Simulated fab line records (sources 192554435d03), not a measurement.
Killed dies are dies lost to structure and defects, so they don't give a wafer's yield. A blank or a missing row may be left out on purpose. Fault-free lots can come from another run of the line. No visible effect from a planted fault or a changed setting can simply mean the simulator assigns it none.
Chamber matching + flow n5Finfet + N5_BEOL_M4_CO_CAP_55 on cvdCo-02 has 3 sister chambers
The step material Co, precursor CCTBA/H2, target thk 2 nm, time 102.1 s. 6 wafers are shown with their chamber, then 12 later ones without.

WAFERS PAIRED WITH THEIR CHAMBERS
| wafer  | chamber | heaterPowerW (W) |
|--------|---------|------------------|
| L084.5 | 1       | 287              |
| L087.3 | 1       | 285              |
| L087.4 | 0       | 261              |
| L088.1 | 2       | 231              |
| L088.3 | 0       | 257              |
| L088.5 | 2       | 234              |

WAFERS WITH NO CHAMBER GIVEN
| wafer  | heaterPowerW (W) |
|--------|------------------|
| L097.2 | 257              |
| L097.4 | 289              |
| L097.6 | 254              |
| L093.1 | 256              |
| L093.2 | 231              |
| L093.4 | 230              |
| L096.2 | 253              |
| L096.3 | 228              |
| L096.5 | 281              |
| L095.3 | 235              |
| L095.4 | 233              |
| L095.5 | 277              |

WHICH CHAMBER EACH ONE RAN IN
| wafer  | from the rows above | in truth |
|--------|---------------------|----------|
| L097.2 | 0                   | 0        |
| L097.4 | 1                   | 1        |
| L097.6 | 0                   | 0        |
| L093.1 | 0                   | 0        |
| L093.2 | 2                   | 2        |
| L093.4 | 2                   | 2        |
| L096.2 | 0                   | 0        |
| L096.3 | 2                   | 2        |
| L096.5 | 1                   | 1        |
| L095.3 | 2                   | 2        |
| L095.4 | 2                   | 2        |
| L095.5 | 1                   | 1        |
Correctly placed: 12 of 12. Number that these rows cannot place: 0. Wrongly placed: 0.
How it was worked out, from the rows above alone: a wafer's distance from a chamber is the root of the sum, over the readings, of the square of ((its reading less the chamber's mean) divided by the reading's scatter). The wafer belongs to the nearest chamber; if the next one is less than 2 further off, it can't be placed. For every chamber, the mean is computed from those of its wafers that are shown. The scatter: the root of (the sum of the squares of (reading less its chamber's mean) over the shown wafers, divided by (wafers less chambers)).
